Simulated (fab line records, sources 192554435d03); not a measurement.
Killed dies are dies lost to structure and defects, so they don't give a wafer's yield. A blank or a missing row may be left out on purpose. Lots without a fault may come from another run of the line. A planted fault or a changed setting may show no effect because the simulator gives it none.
Chamber matching | flow n5_finfet | N5_BEOL_M6_CURE_75 on uv_cure-02: 3 sister chambers
The step cures SiCOH lowk, time 120 s. 20 wafers are shown with their chamber, then 10 later ones without.

WAFERS WITH THEIR CHAMBER
wafer  | chamber | wafer_temp_C_max | lamp_power_pct (%)
L077.3 | 0       | 371.1            | 52.28
L077.5 | 0       | 371.0            | 52.40
L077.6 | 0       | 371.2            | 52.41
L081.1 | 2       | 371.6            | 52.33
L081.2 | 2       | 371.6            | 52.29
L081.6 | 2       | 372.0            | 52.28
L083.3 | 1       | 372.7            | 52.32
L083.5 | 1       | 372.7            | 52.35
L083.6 | 1       | 373.9            | 52.40
L084.1 | 2       | 371.5            | 52.29
L084.2 | 2       | 371.5            | 52.36
L084.5 | 2       | 372.2            | 52.37
L085.2 | 1       | 373.1            | 52.25
L085.4 | 1       | 373.3            | 52.30
L085.6 | 1       | 373.6            | 52.29
L088.2 | 0       | 371.3            | 52.24
L088.4 | 0       | 370.8            | 52.48
L088.6 | 0       | 371.1            | 52.25
L087.2 | 0       | 370.8            | 52.22
L087.4 | 0       | 371.4            | 52.30

SIGNATURES (means of the wafers above)
reading          | chamber 0 | chamber 1 | chamber 2 | scatter within a chamber
wafer_temp_C_max | 371.087   | 373.217   | 371.733   | 0.337
lamp_power_pct   | 52.3225   | 52.3183   | 52.3200   | 0.0705
Rule: a wafer's distance from a chamber is the root of the sum, over the readings, of the square of ((its reading less the chamber's mean) divided by the reading's scatter). The wafer belongs to the nearest chamber; if the next one is less than 2 further off, it can't be placed. The scatter: the root of (the sum of the squares of (reading less its chamber's mean) over the shown wafers, divided by (wafers less chambers)).

WAFERS WITHOUT THEIR CHAMBER
wafer  | wafer_temp_C_max | lamp_power_pct (%)
L087.6 | 371.4            | 52.20
L091.3 | 371.7            | 52.19
L091.4 | 371.4            | 52.26
L091.6 | 371.2            | 52.36
L093.2 | 372.2            | 52.21
L093.5 | 370.9            | 52.33
L093.6 | 371.6            | 52.28
L095.1 | 371.2            | 52.27
L095.2 | 371.0            | 52.33
L095.3 | 371.2            | 52.30

WHICH CHAMBER EACH WENT THROUGH
wafer  | from the rows above          | in truth
L087.6 | can't be placed: 2 or 0      | 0
L091.3 | can't be placed: 2 or 0      | 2
L091.4 | can't be placed: 0 or 2      | 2
L091.6 | can't be placed: 0 or 2      | 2
L093.2 | can't be placed: 2 or 1 or 0 | 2
L093.5 | can't be placed: 0 or 2      | 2
L093.6 | can't be placed: 2 or 0      | 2
L095.1 | can't be placed: 0 or 2      | 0
L095.2 | can't be placed: 0 or 2      | 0
L095.3 | can't be placed: 0 or 2      | 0
Placed correctly: 0 of 10. Can't be placed from these rows: 10 (the true chamber is among the candidates in 10). Placed wrongly: 0.
